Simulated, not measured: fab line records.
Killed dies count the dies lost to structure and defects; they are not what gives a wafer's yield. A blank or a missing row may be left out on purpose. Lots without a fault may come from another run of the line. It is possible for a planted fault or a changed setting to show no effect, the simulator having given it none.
A lot that was struck, set against a sound lot + flow nand_harc + 18 steps out of a route of 1302
Sound: the wafers L622.1, L622.3, L622.5. The struck wafers were L632.1, L632.2, L632.5. Last of all comes the cause.
For every step that has rows: the tool of each side, followed by ch and its chambers, followed by its first start. Under that, the readings that differ: sound wafers + struck wafers + difference of the means + sigmas: that difference in standard deviations of wafers without a fault.
alike: same words and numbers on both sides, and readings whose means sit less than 2 such deviations apart. not compared: any withheld reading, any reading some wafer has no value for, any bound like >300 that may hide the same value, and any number with overlapping values for which the record gives no deviation.
The two part at a step that has a row with sigmas, a row that says differs or no value, or rows on one side only. Numbers that have no deviation but don't overlap get no sigmas and don't part them. Lack of a reading on every wafer of one side parts them only where that side has two or more wafers.

NHARC_P_GATE_ALD_36: deposits SiNx, target thk 20 nm, pulse time 60 s, ald cycles 223.
  sound on ald_sin-04 ch 0,2,3, day 6 04:22; struck on ald_sin-04 ch 0,1,2, day 9 12:14
  alike: heater_power_w, precursor_pulse_height_rel
NHARC_P_GATE_ETCHBACK_37: etches the open film in CHF3/O2, target depth 34.5 nm, time 17.2 s.
  sound on rie_diel-04 ch 0,2,3; struck on rie_diel-10 ch 0,1,2
  alike: bias_w, drypump_motor_current_A, oes_product_au, rf_vpp_V, showerhead_plenum_p_Torr, throttle_valve_pct
  not compared: rf_hours_counter_h
NHARC_P_GATE_STRIP_101: strips in O2, time 20 s.
  sound on rie_diel-04 ch 2,3, day 6 12:56; struck on rie_diel-10 ch 0,2, day 9 21:53
  alike: drypump_motor_current_A, oes_product_au, rf_vpp_V, showerhead_plenum_p_Torr, throttle_valve_pct
  not compared: rf_hours_counter_h
then, 9 steps without rows for these wafers: NHARC_P_GATE_PRECLEAN_97 (cleans in SPM, time 600 s); NHARC_P_GATE_SRD_98; NHARC_P_GATE_PRECLEAN_99 (cleans in SC1); NHARC_P_GATE_SRD_100; NHARC_P_GATE_DEHYDRATE_38 (time 120 s); NHARC_P_GATE_HMDS_39 (time 30 s); NHARC_P_GATE_COAT_40; NHARC_P_GATE_SOFTBAKE_41 (time 95 s); NHARC_P_GATE_EBR_42.
NHARC_P_GATE_EXPOSE_43: exposes mask P NSD, target cd 720 nm.
  sound on krf_scanner-02 ch 0, day 6 13:42; struck on krf_scanner-02 ch 0, day 9 22:31
| reading | sound                   | struck                     | difference | sigmas |
|---------|-------------------------|----------------------------|------------|--------|
| mask    | P_NSD#0 P_NSD#0 P_NSD#0 | P_HVPW#0 P_HVPW#0 P_HVPW#0 | differs    |        |
  alike: stage_vel_mm_s
then, 2 steps without rows for these wafers: NHARC_P_GATE_PEB_44 (peb time 85 s); NHARC_P_GATE_DEVELOP_45 (time 70 s).
NHARC_P_GATE_CD_MEAS_46 targets a cd of 720 nm.
  sound on cd_sem-02 ch 0, day 6 13:52; struck on cd_sem-03 ch 0, day 9 22:41
| reading    | sound             | struck | difference                    | sigmas |
|------------|-------------------|--------|-------------------------------|--------|
| cd_nm (nm) | 719.7 718.9 717.3 | - - -  | no value on the struck wafers |        |
then, 1 step without rows for these wafers: NHARC_P_GATE_HARDBAKE_47 (time 80 s).
-- jump in the record: it breaks off in module P_GATE and resumes in module END (first step shown: number 1302 of the route), and 19 days separate the struck wafers' starts before and after --
NHARC_END_SORT_01:
  sound on prober-02 ch 0, day 24 23:28; struck on prober-02 ch 0, day 29 01:23
| reading             | sound       | struck      | difference | sigmas      |
|---------------------|-------------|-------------|------------|-------------|
| killed_at_periphery | 4 4 0       | 593 597 583 | +588       | +99 or more |
| killed_dies         | 116 111 117 | 677 677 677 | +562       | +24         |
  alike: killed_at_array, killed_at_other, killed_open, killed_short

WHERE THEY PART
Last at NHARC_END_SORT_01 as far as this record goes, first at NHARC_P_GATE_EXPOSE_43.

WHY: the cause the simulator had injected
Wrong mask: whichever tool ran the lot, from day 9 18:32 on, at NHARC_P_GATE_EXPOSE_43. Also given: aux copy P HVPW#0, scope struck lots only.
